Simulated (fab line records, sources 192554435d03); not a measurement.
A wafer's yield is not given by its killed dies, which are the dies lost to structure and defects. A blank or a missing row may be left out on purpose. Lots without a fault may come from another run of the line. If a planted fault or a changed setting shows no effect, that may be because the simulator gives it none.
Chamber matching / flow n5-finfet / N5_BEOL_M3_PRE_CLEAN_60 on cvd-co-02: 3 sister chambers
The step time 15 s. 14 wafers are shown with their chamber, then 7 later ones without.

== WAFERS PAIRED WITH THEIR CHAMBERS ==
wafer=L394.2; chamber=0; heater-power-w (W)=115; rf-fwd-power-W (W)=293.0
wafer=L394.3; chamber=2; heater-power-w (W)=51; rf-fwd-power-W (W)=294.7
wafer=L394.5; chamber=0; heater-power-w (W)=116; rf-fwd-power-W (W)=294.2
wafer=L396.1; chamber=0; heater-power-w (W)=115; rf-fwd-power-W (W)=294.1
wafer=L396.4; chamber=1; heater-power-w (W)=64; rf-fwd-power-W (W)=296.9
wafer=L396.5; chamber=2; heater-power-w (W)=52; rf-fwd-power-W (W)=295.0
wafer=L397.4; chamber=0; heater-power-w (W)=113; rf-fwd-power-W (W)=293.9
wafer=L397.5; chamber=2; heater-power-w (W)=52; rf-fwd-power-W (W)=294.5
wafer=L397.6; chamber=1; heater-power-w (W)=67; rf-fwd-power-W (W)=297.3
wafer=L401.2; chamber=1; heater-power-w (W)=68; rf-fwd-power-W (W)=298.8
wafer=L401.3; chamber=0; heater-power-w (W)=111; rf-fwd-power-W (W)=295.2
wafer=L401.4; chamber=1; heater-power-w (W)=66; rf-fwd-power-W (W)=298.5
wafer=L402.2; chamber=0; heater-power-w (W)=113; rf-fwd-power-W (W)=294.8
wafer=L402.4; chamber=2; heater-power-w (W)=52; rf-fwd-power-W (W)=296.4

SIGNATURES, as means of the wafers listed above
reading=heater-power-w; chamber 0=113.83; chamber 1=66.25; chamber 2=51.75; scatter within a chamber=1.55
reading=rf-fwd-power-W; chamber 0=294.200; chamber 1=297.875; chamber 2=295.150; scatter within a chamber=0.833
Rule: a wafer's distance from a chamber is the root of the sum, over the readings, of the square of ((its reading less the chamber's mean) divided by the reading's scatter). If the next closest chamber is less than 2 further off than the closest, the wafer can't be placed; otherwise it belongs to the closest. How the scatter is found: for the shown wafers, subtract from each reading the mean of its chamber, square and add these, divide the total by (wafers less chambers), then take the root.

== WAFERS WHOSE CHAMBER IS MISSING ==
wafer=L402.5; heater-power-w (W)=111; rf-fwd-power-W (W)=294.2
wafer=L403.2; heater-power-w (W)=53; rf-fwd-power-W (W)=296.5
wafer=L403.3; heater-power-w (W)=68; rf-fwd-power-W (W)=297.4
wafer=L403.4; heater-power-w (W)=68; rf-fwd-power-W (W)=297.1
wafer=L407.1; heater-power-w (W)=52; rf-fwd-power-W (W)=297.4
wafer=L407.2; heater-power-w (W)=114; rf-fwd-power-W (W)=294.8
wafer=L407.5; heater-power-w (W)=113; rf-fwd-power-W (W)=292.1

== THE CHAMBER EACH PASSED THROUGH ==
wafer=L402.5; from the rows above=0; in truth=0
wafer=L403.2; from the rows above=2; in truth=2
wafer=L403.3; from the rows above=1; in truth=1
wafer=L403.4; from the rows above=1; in truth=1
wafer=L407.1; from the rows above=2; in truth=2
wafer=L407.2; from the rows above=0; in truth=0
wafer=L407.5; from the rows above=0; in truth=0
Placed correctly: 7 of 7. Left unplaced by these rows: 0. Wrongly placed: 0.
